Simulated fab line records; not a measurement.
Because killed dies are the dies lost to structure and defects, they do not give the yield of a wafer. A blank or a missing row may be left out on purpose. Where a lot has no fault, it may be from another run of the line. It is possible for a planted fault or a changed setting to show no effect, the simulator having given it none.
Struck lot and sound lot, side by side / flow nand_harc / 15 steps out of a route of 1302
Sound: the wafers L922.2, L922.5, L922.6. Struck: wafer L914.6 (L914.2, L914.3, from the same lot, were not struck and are left out); the cause is given at the end.
Order at every step that has rows: each side's tool, ch and its chambers, its first start. Under that, the readings that differ: sound wafers / struck wafers / difference of the means / sigmas: that difference in standard deviations of wafers without a fault.
alike: a reading whose means differ by less than 2 such deviations, as well as words and numbers matching on both sides. not compared: withheld readings; readings where some wafer has no value; bounds like >300 that might hide an equal value; numbers whose values overlap and for which the record gives no deviation.
A row with sigmas, a row that says differs or no value, or rows on one side alone: a step with any of these is where the two part. Non-overlapping numbers with no deviation appear without sigmas and do not part them. A reading that every wafer of one side lacks parts them only if that side has two wafers or more.

first, 1 step without rows for these wafers: NHARC_A_CONTACT_ETCH_78 (etches the open film in O2/COS, target depth 5300 nm, time 1378 s).
NHARC_A_CONTACT_ETCH_124: etches the open film in C4F8/O2/Ar, time 140 s, target depth 700 nm.
  sound on har_cap_etch-02 ch 0,1, day 26 20:06; struck on har_cap_etch-03 ch 1, day 23 20:37
reading=oes_air_line_au (a.u.); sound=0.996 0.977 1.008; struck=1.033; difference=+0.039; sigmas=+2
  alike: chamber_pressure_mTorr
  not compared: rf_hours_counter_h
then, 3 steps without rows for these wafers: NHARC_A_CONTACT_ETCH_125 (etches the open film in C4F8/O2/Ar, time 197 s, target depth 1918 nm); NHARC_A_CONTACT_ETCH_126 (etches the open film in C4F8/O2/Ar, time 197 s, target depth 1918 nm); NHARC_A_CONTACT_ETCH_127 (etches the open film in C4F8/O2/Ar, time 197 s, target depth 1918 nm).
NHARC_A_CONTACT_ETCH_128: etches the open film in C4F8/O2/Ar, time 197 s, target depth 1918 nm.
  sound on har_cap_etch-02 ch 0,1, day 26 20:50; struck on har_cap_etch-03 ch 1, day 23 21:21
  alike: chamber_pressure_mTorr, oes_air_line_au
  not compared: rf_hours_counter_h
then, 2 steps without rows for these wafers: NHARC_A_CONTACT_ETCH_129 (etches the open film in C4F8/O2/Ar, time 197 s, target depth 1918 nm); NHARC_A_CONTACT_ETCH_130 (etches the open film in C4F8/O2/Ar, time 197 s, target depth 1918 nm).
NHARC_A_CONTACT_ETCH_131: etches the open film in C4F8/O2/Ar, time 197 s, target depth 1918 nm.
  sound on har_cap_etch-02 ch 0,1, day 26 21:22; struck on har_cap_etch-03 ch 1, day 23 21:53
  alike: chamber_pressure_mTorr, oes_air_line_au
  not compared: rf_hours_counter_h
then, 1 step without rows for these wafers: NHARC_A_CONTACT_ETCH_132 (etches the open film in C4F8/O2/Ar, time 197 s, target depth 1924 nm).
NHARC_A_CONTACT_ETCH_133: etches the open film in C4F8/O2/Ar, time 374 s, target depth 1610 nm.
  sound on har_cap_etch-02 ch 0,1, day 26 21:45; struck on har_cap_etch-03 ch 1, day 23 22:14
  alike: chamber_pressure_mTorr, oes_air_line_au
  not compared: rf_hours_counter_h
NHARC_A_CONTACT_ETCH_91: etches the open film in CH3F/O2, target depth 40 nm, time 85.7 s.
  sound on rie_diel-11 ch 0,1,3, day 26 22:31; struck on rie_diel-11 ch 3, day 23 23:01
reading=oes_product_au (a.u.); sound=1.011 1.008 0.985; struck=0.933; difference=-0.068; sigmas=-2
  alike: chamber_pressure_mTorr, drypump_motor_current_A, rf_vpp_V, showerhead_plenum_p_Torr, throttle_valve_pct
  not compared: rf_hours_counter_h
NHARC_A_CONTACT_ETCH_97: etches the open film in C4F6/O2, target depth 20 nm, time 10 s.
  sound on rie_diel-11 ch 0,3, day 26 22:37; struck on rie_diel-11 ch 3, day 23 23:10
reading=oes_product_au (a.u.); sound=1.018 1.022 1.014; struck=0.769; difference=-0.249; sigmas=-11
  alike: chamber_pressure_mTorr, drypump_motor_current_A, rf_vpp_V, showerhead_plenum_p_Torr, throttle_valve_pct
  not compared: rf_hours_counter_h
NHARC_A_CONTACT_CD_MEAS_80:
  sound: cd_sem-03 at day 26 22:41; struck: cd_sem-02 at day 23 23:14
  alike: cd_nm
-- jump in the record: it breaks off in module A_CONTACT and resumes in module END (first step shown: number 1302 of the route), and 2 days separate the struck wafers' starts before and after --
NHARC_END_SORT_01:
  only the struck wafers appear in the record here, on prober-02 ch 0 at day 26 08:33; the sound ones have no rows

## WHERE THEY PART
Earliest at NHARC_A_CONTACT_ETCH_124; latest, in this record, at NHARC_END_SORT_01.

WHY: whatever the simulator had introduced
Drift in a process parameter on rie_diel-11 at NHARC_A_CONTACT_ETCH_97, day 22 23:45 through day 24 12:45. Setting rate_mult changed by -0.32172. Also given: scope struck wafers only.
